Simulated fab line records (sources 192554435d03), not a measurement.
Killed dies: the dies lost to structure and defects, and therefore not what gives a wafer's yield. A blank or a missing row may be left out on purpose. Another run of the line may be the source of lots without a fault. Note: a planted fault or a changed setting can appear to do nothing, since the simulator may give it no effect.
Matching of chambers + flow n5-finfet + N5_BEOL_M4_CMP_52 on cmp-03 has 4 sister chambers
The step polishes, stops on SiOC, t overpolish 6.8 s, target thk 40 nm. 24 wafers are shown with their chamber, then 12 later ones without.

== WAFERS, EACH WITH ITS CHAMBER ==
| wafer  | chamber | motor-current-A (A) | time-to-endpoint-s (s) | barrier-field-endpoint-s (s) |
|--------|---------|---------------------|------------------------|------------------------------|
| L077.1 | 2       | 7.1                 | 58                     | 24.6                         |
| L077.4 | 1       | 5.6                 | 65                     | 25.7                         |
| L077.6 | 1       | 5.6                 | 66                     | 26.1                         |
| L078.3 | 0       | 6.3                 | 59                     | 24.2                         |
| L078.5 | 0       | 6.8                 | 58                     | 24.5                         |
| L078.6 | 3       | 4.8                 | 62                     | 24.8                         |
| L079.1 | 2       | 6.8                 | 58                     | 23.2                         |
| L079.2 | 0       | 6.6                 | 61                     | 23.7                         |
| L079.6 | 1       | 5.6                 | 64                     | 24.5                         |
| L081.2 | 2       | 7.3                 | 55                     | 23.4                         |
| L081.4 | 1       | 5.4                 | 61                     | 25.1                         |
| L081.5 | 2       | 7.3                 | 57                     | 23.2                         |
| L083.1 | 2       | 7.0                 | 59                     | 24.2                         |
| L083.2 | 1       | 5.6                 | 65                     | 24.4                         |
| L083.6 | 3       | 4.7                 | 61                     | 25.1                         |
| L085.1 | 1       | 5.8                 | 62                     | 25.5                         |
| L085.3 | 3       | 4.7                 | 57                     | 24.7                         |
| L085.5 | 3       | 4.7                 | 58                     | 24.5                         |
| L087.1 | 2       | 7.5                 | 55                     | 24.1                         |
| L087.3 | 3       | 4.9                 | 58                     | 24.1                         |
| L087.4 | 1       | 5.6                 | 64                     | 26.0                         |
| L088.1 | 0       | 6.5                 | 63                     | 25.6                         |
| L088.4 | 2       | 6.9                 | 58                     | 24.3                         |
| L088.5 | 0       | 6.9                 | 64                     | 25.9                         |

SIGNATURES (averages over the wafers above)
| reading                  | chamber 0 | chamber 1 | chamber 2 | chamber 3 | scatter within a chamber |
|--------------------------|-----------|-----------|-----------|-----------|--------------------------|
| motor-current-A          | 6.620     | 5.600     | 7.129     | 4.760     | 0.189                    |
| time-to-endpoint-s       | 61.00     | 63.86     | 57.14     | 59.20     | 1.98                     |
| barrier-field-endpoint-s | 24.780    | 25.329    | 23.857    | 24.640    | 0.666                    |
Rule: distance of a wafer from a chamber = root of the sum over the readings of ((wafer's reading minus chamber's mean) / reading's scatter) squared. The wafer belongs to the nearest chamber; if the next one is less than 2 further off, it can't be placed. The scatter: the root of (the sum of the squares of (reading less its chamber's mean) over the shown wafers, divided by (wafers less chambers)).

== WAFERS WITHOUT THEIR CHAMBER ==
| wafer  | motor-current-A (A) | time-to-endpoint-s (s) | barrier-field-endpoint-s (s) |
|--------|---------------------|------------------------|------------------------------|
| L092.2 | 5.6                 | 62                     | 24.7                         |
| L092.3 | 5.0                 | 58                     | 23.7                         |
| L092.4 | 6.7                 | 58                     | 24.3                         |
| L093.1 | 4.5                 | 59                     | 24.5                         |
| L093.2 | 6.5                 | 61                     | 24.9                         |
| L093.4 | 7.5                 | 57                     | 23.8                         |
| L095.2 | 7.3                 | 60                     | 24.7                         |
| L095.3 | 5.5                 | 65                     | 24.9                         |
| L095.4 | 4.7                 | 63                     | 24.9                         |
| L096.3 | 4.8                 | 65                     | 24.8                         |
| L096.5 | 6.6                 | 64                     | 24.6                         |
| L096.6 | 4.5                 | 65                     | 24.5                         |

== THE CHAMBER EACH PASSED THROUGH ==
| wafer  | from the rows above     | in truth |
|--------|-------------------------|----------|
| L092.2 | 1                       | 1        |
| L092.3 | 3                       | 3        |
| L092.4 | can't be placed: 0 or 2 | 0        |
| L093.1 | 3                       | 3        |
| L093.2 | 0                       | 0        |
| L093.4 | 2                       | 2        |
| L095.2 | can't be placed: 2 or 0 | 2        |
| L095.3 | 1                       | 1        |
| L095.4 | 3                       | 3        |
| L096.3 | can't be placed: 3 or 1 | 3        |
| L096.5 | 0                       | 0        |
| L096.6 | 3                       | 3        |
Placed correctly: 9 of 12. Unplaceable from these rows: 3, with the true chamber sitting among the candidates in 3. Wrongly placed: 0.
